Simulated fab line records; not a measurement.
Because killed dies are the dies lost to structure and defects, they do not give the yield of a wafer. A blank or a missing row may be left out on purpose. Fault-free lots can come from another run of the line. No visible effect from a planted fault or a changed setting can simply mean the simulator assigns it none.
Problem report in the 8D (eight disciplines) form, filled by code ; flow n5Finfet ; the parts of the form that need people (team, actions taken, sign-off) are left out

1. THE PROBLEM
runLengthS at N5_BEOL_M6_VIA_ETCH_34 reads a mean of 72.0 s on 3 wafers of 3 lots; wafers without a fault read 74.4 s with a standard deviation of 0.41. Relative to the usual mean, that is a shift of -5.9 standard deviations.
The step: etches SiCOH lowk in C4F6/O2, target depth 126.3 nm, time 50.9 s.
Seen first at day 12 06:13 on rieDiel-05, wafer L672.6. Wafers with a number at this step in the record: 27, from 10 lots. Rule for "out" (also "out of limits"): further than 4 standard deviations from the usual mean. All remaining wafers that have a number are taken as sound.

2. WHAT THIS IS AND IS NOT
question;is;is not
which readings at this step;runLengthS;drypumpMotorCurrentA, mfcArSccm, oes_ar_750_au, oesProductAu, rfVppV, showerheadPlenumPTorr, throttleValvePct
which lots;L672, L674, L675;L660, L662, L666, L669, L680, L681, L682
which wafers of those lots;L672.6, L674.4, L675.4;L672.5, L674.5, L675.3
read on which tools;rieDiel-05;rieDiel-02, rieDiel-04
when;from day 12 06:13;"up to then (13 sound wafers); but 11 sound wafers of L674, L675, L680, L681, L682 came after"

3. SUSPECTS, AND WHAT RULES EACH OUT
Counting: any tool at a process step up to the reading remains a suspect provided it ran every lot that is out. Sound lots after the first of them don't rule it out here, since some wafers of a struck lot are sound.
- rieDiel-02 at N5_BEOL_M6_ETCH_61 (etches SiARC in CF4, target depth 45.5 nm, time 75.8 s): kept. It ran every lot that is out, first L672 (day 12 02:25); its last sound lot up to then is L669 (day 12 01:50).
- rieDiel-02 at N5_BEOL_M6_STRIP_67 (strips in CF4): kept. It ran every lot that is out, first L672 (day 12 02:36); its last sound lot up to then is L669 (day 12 02:02).
- rieDiel-05 at N5_BEOL_M6_VIA_ETCH_34 (etches SiCOH lowk in C4F6/O2, target depth 126.3 nm, time 50.9 s): kept. It ran every lot that is out, first L672 (day 12 06:13); its last sound lot up to then is L669 (day 12 03:39). Out on those wafers are its own readings of runLengthS.
rieDiel-02 at N5_BEOL_M6_ETCH_61, rieDiel-02 at N5_BEOL_M6_STRIP_67 and rieDiel-05 at N5_BEOL_M6_VIA_ETCH_34 are what is left after counting.

4. THE CAUSE (what the simulator had put in)
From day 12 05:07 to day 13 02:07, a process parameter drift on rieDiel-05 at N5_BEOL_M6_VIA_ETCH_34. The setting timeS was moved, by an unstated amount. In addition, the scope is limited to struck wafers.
3 suspects survive the count, and this tool is in that group.

5. THE EFFECT CHAIN, in route order
One row per reading whose mean, taken over the struck wafers that have a number, lies over 3 standard deviations from the usual. Readings are gone through only where the record gives a usual standard deviation; hours: the median, over the lots, of the time from a lot's start at the first step in this table giving one to that lot's start at this step; sigmas: the change measured in usual standard deviations.
hours;step;reading;usual;on struck wafers;change;sigmas
0;N5_BEOL_M6_VIA_ETCH_34;runLengthS;74.4 s;72.0;-2.4;-5.9
Process steps it contains:
- N5_BEOL_M6_VIA_ETCH_34: etches SiCOH lowk in C4F6/O2, target depth 126.3 nm, time 50.9 s.

6. WHAT WOULD HAVE CAUGHT IT SOONER
In this record the first reading out of limits was taken at day 12 06:13, 1 hour after the fault began at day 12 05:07.
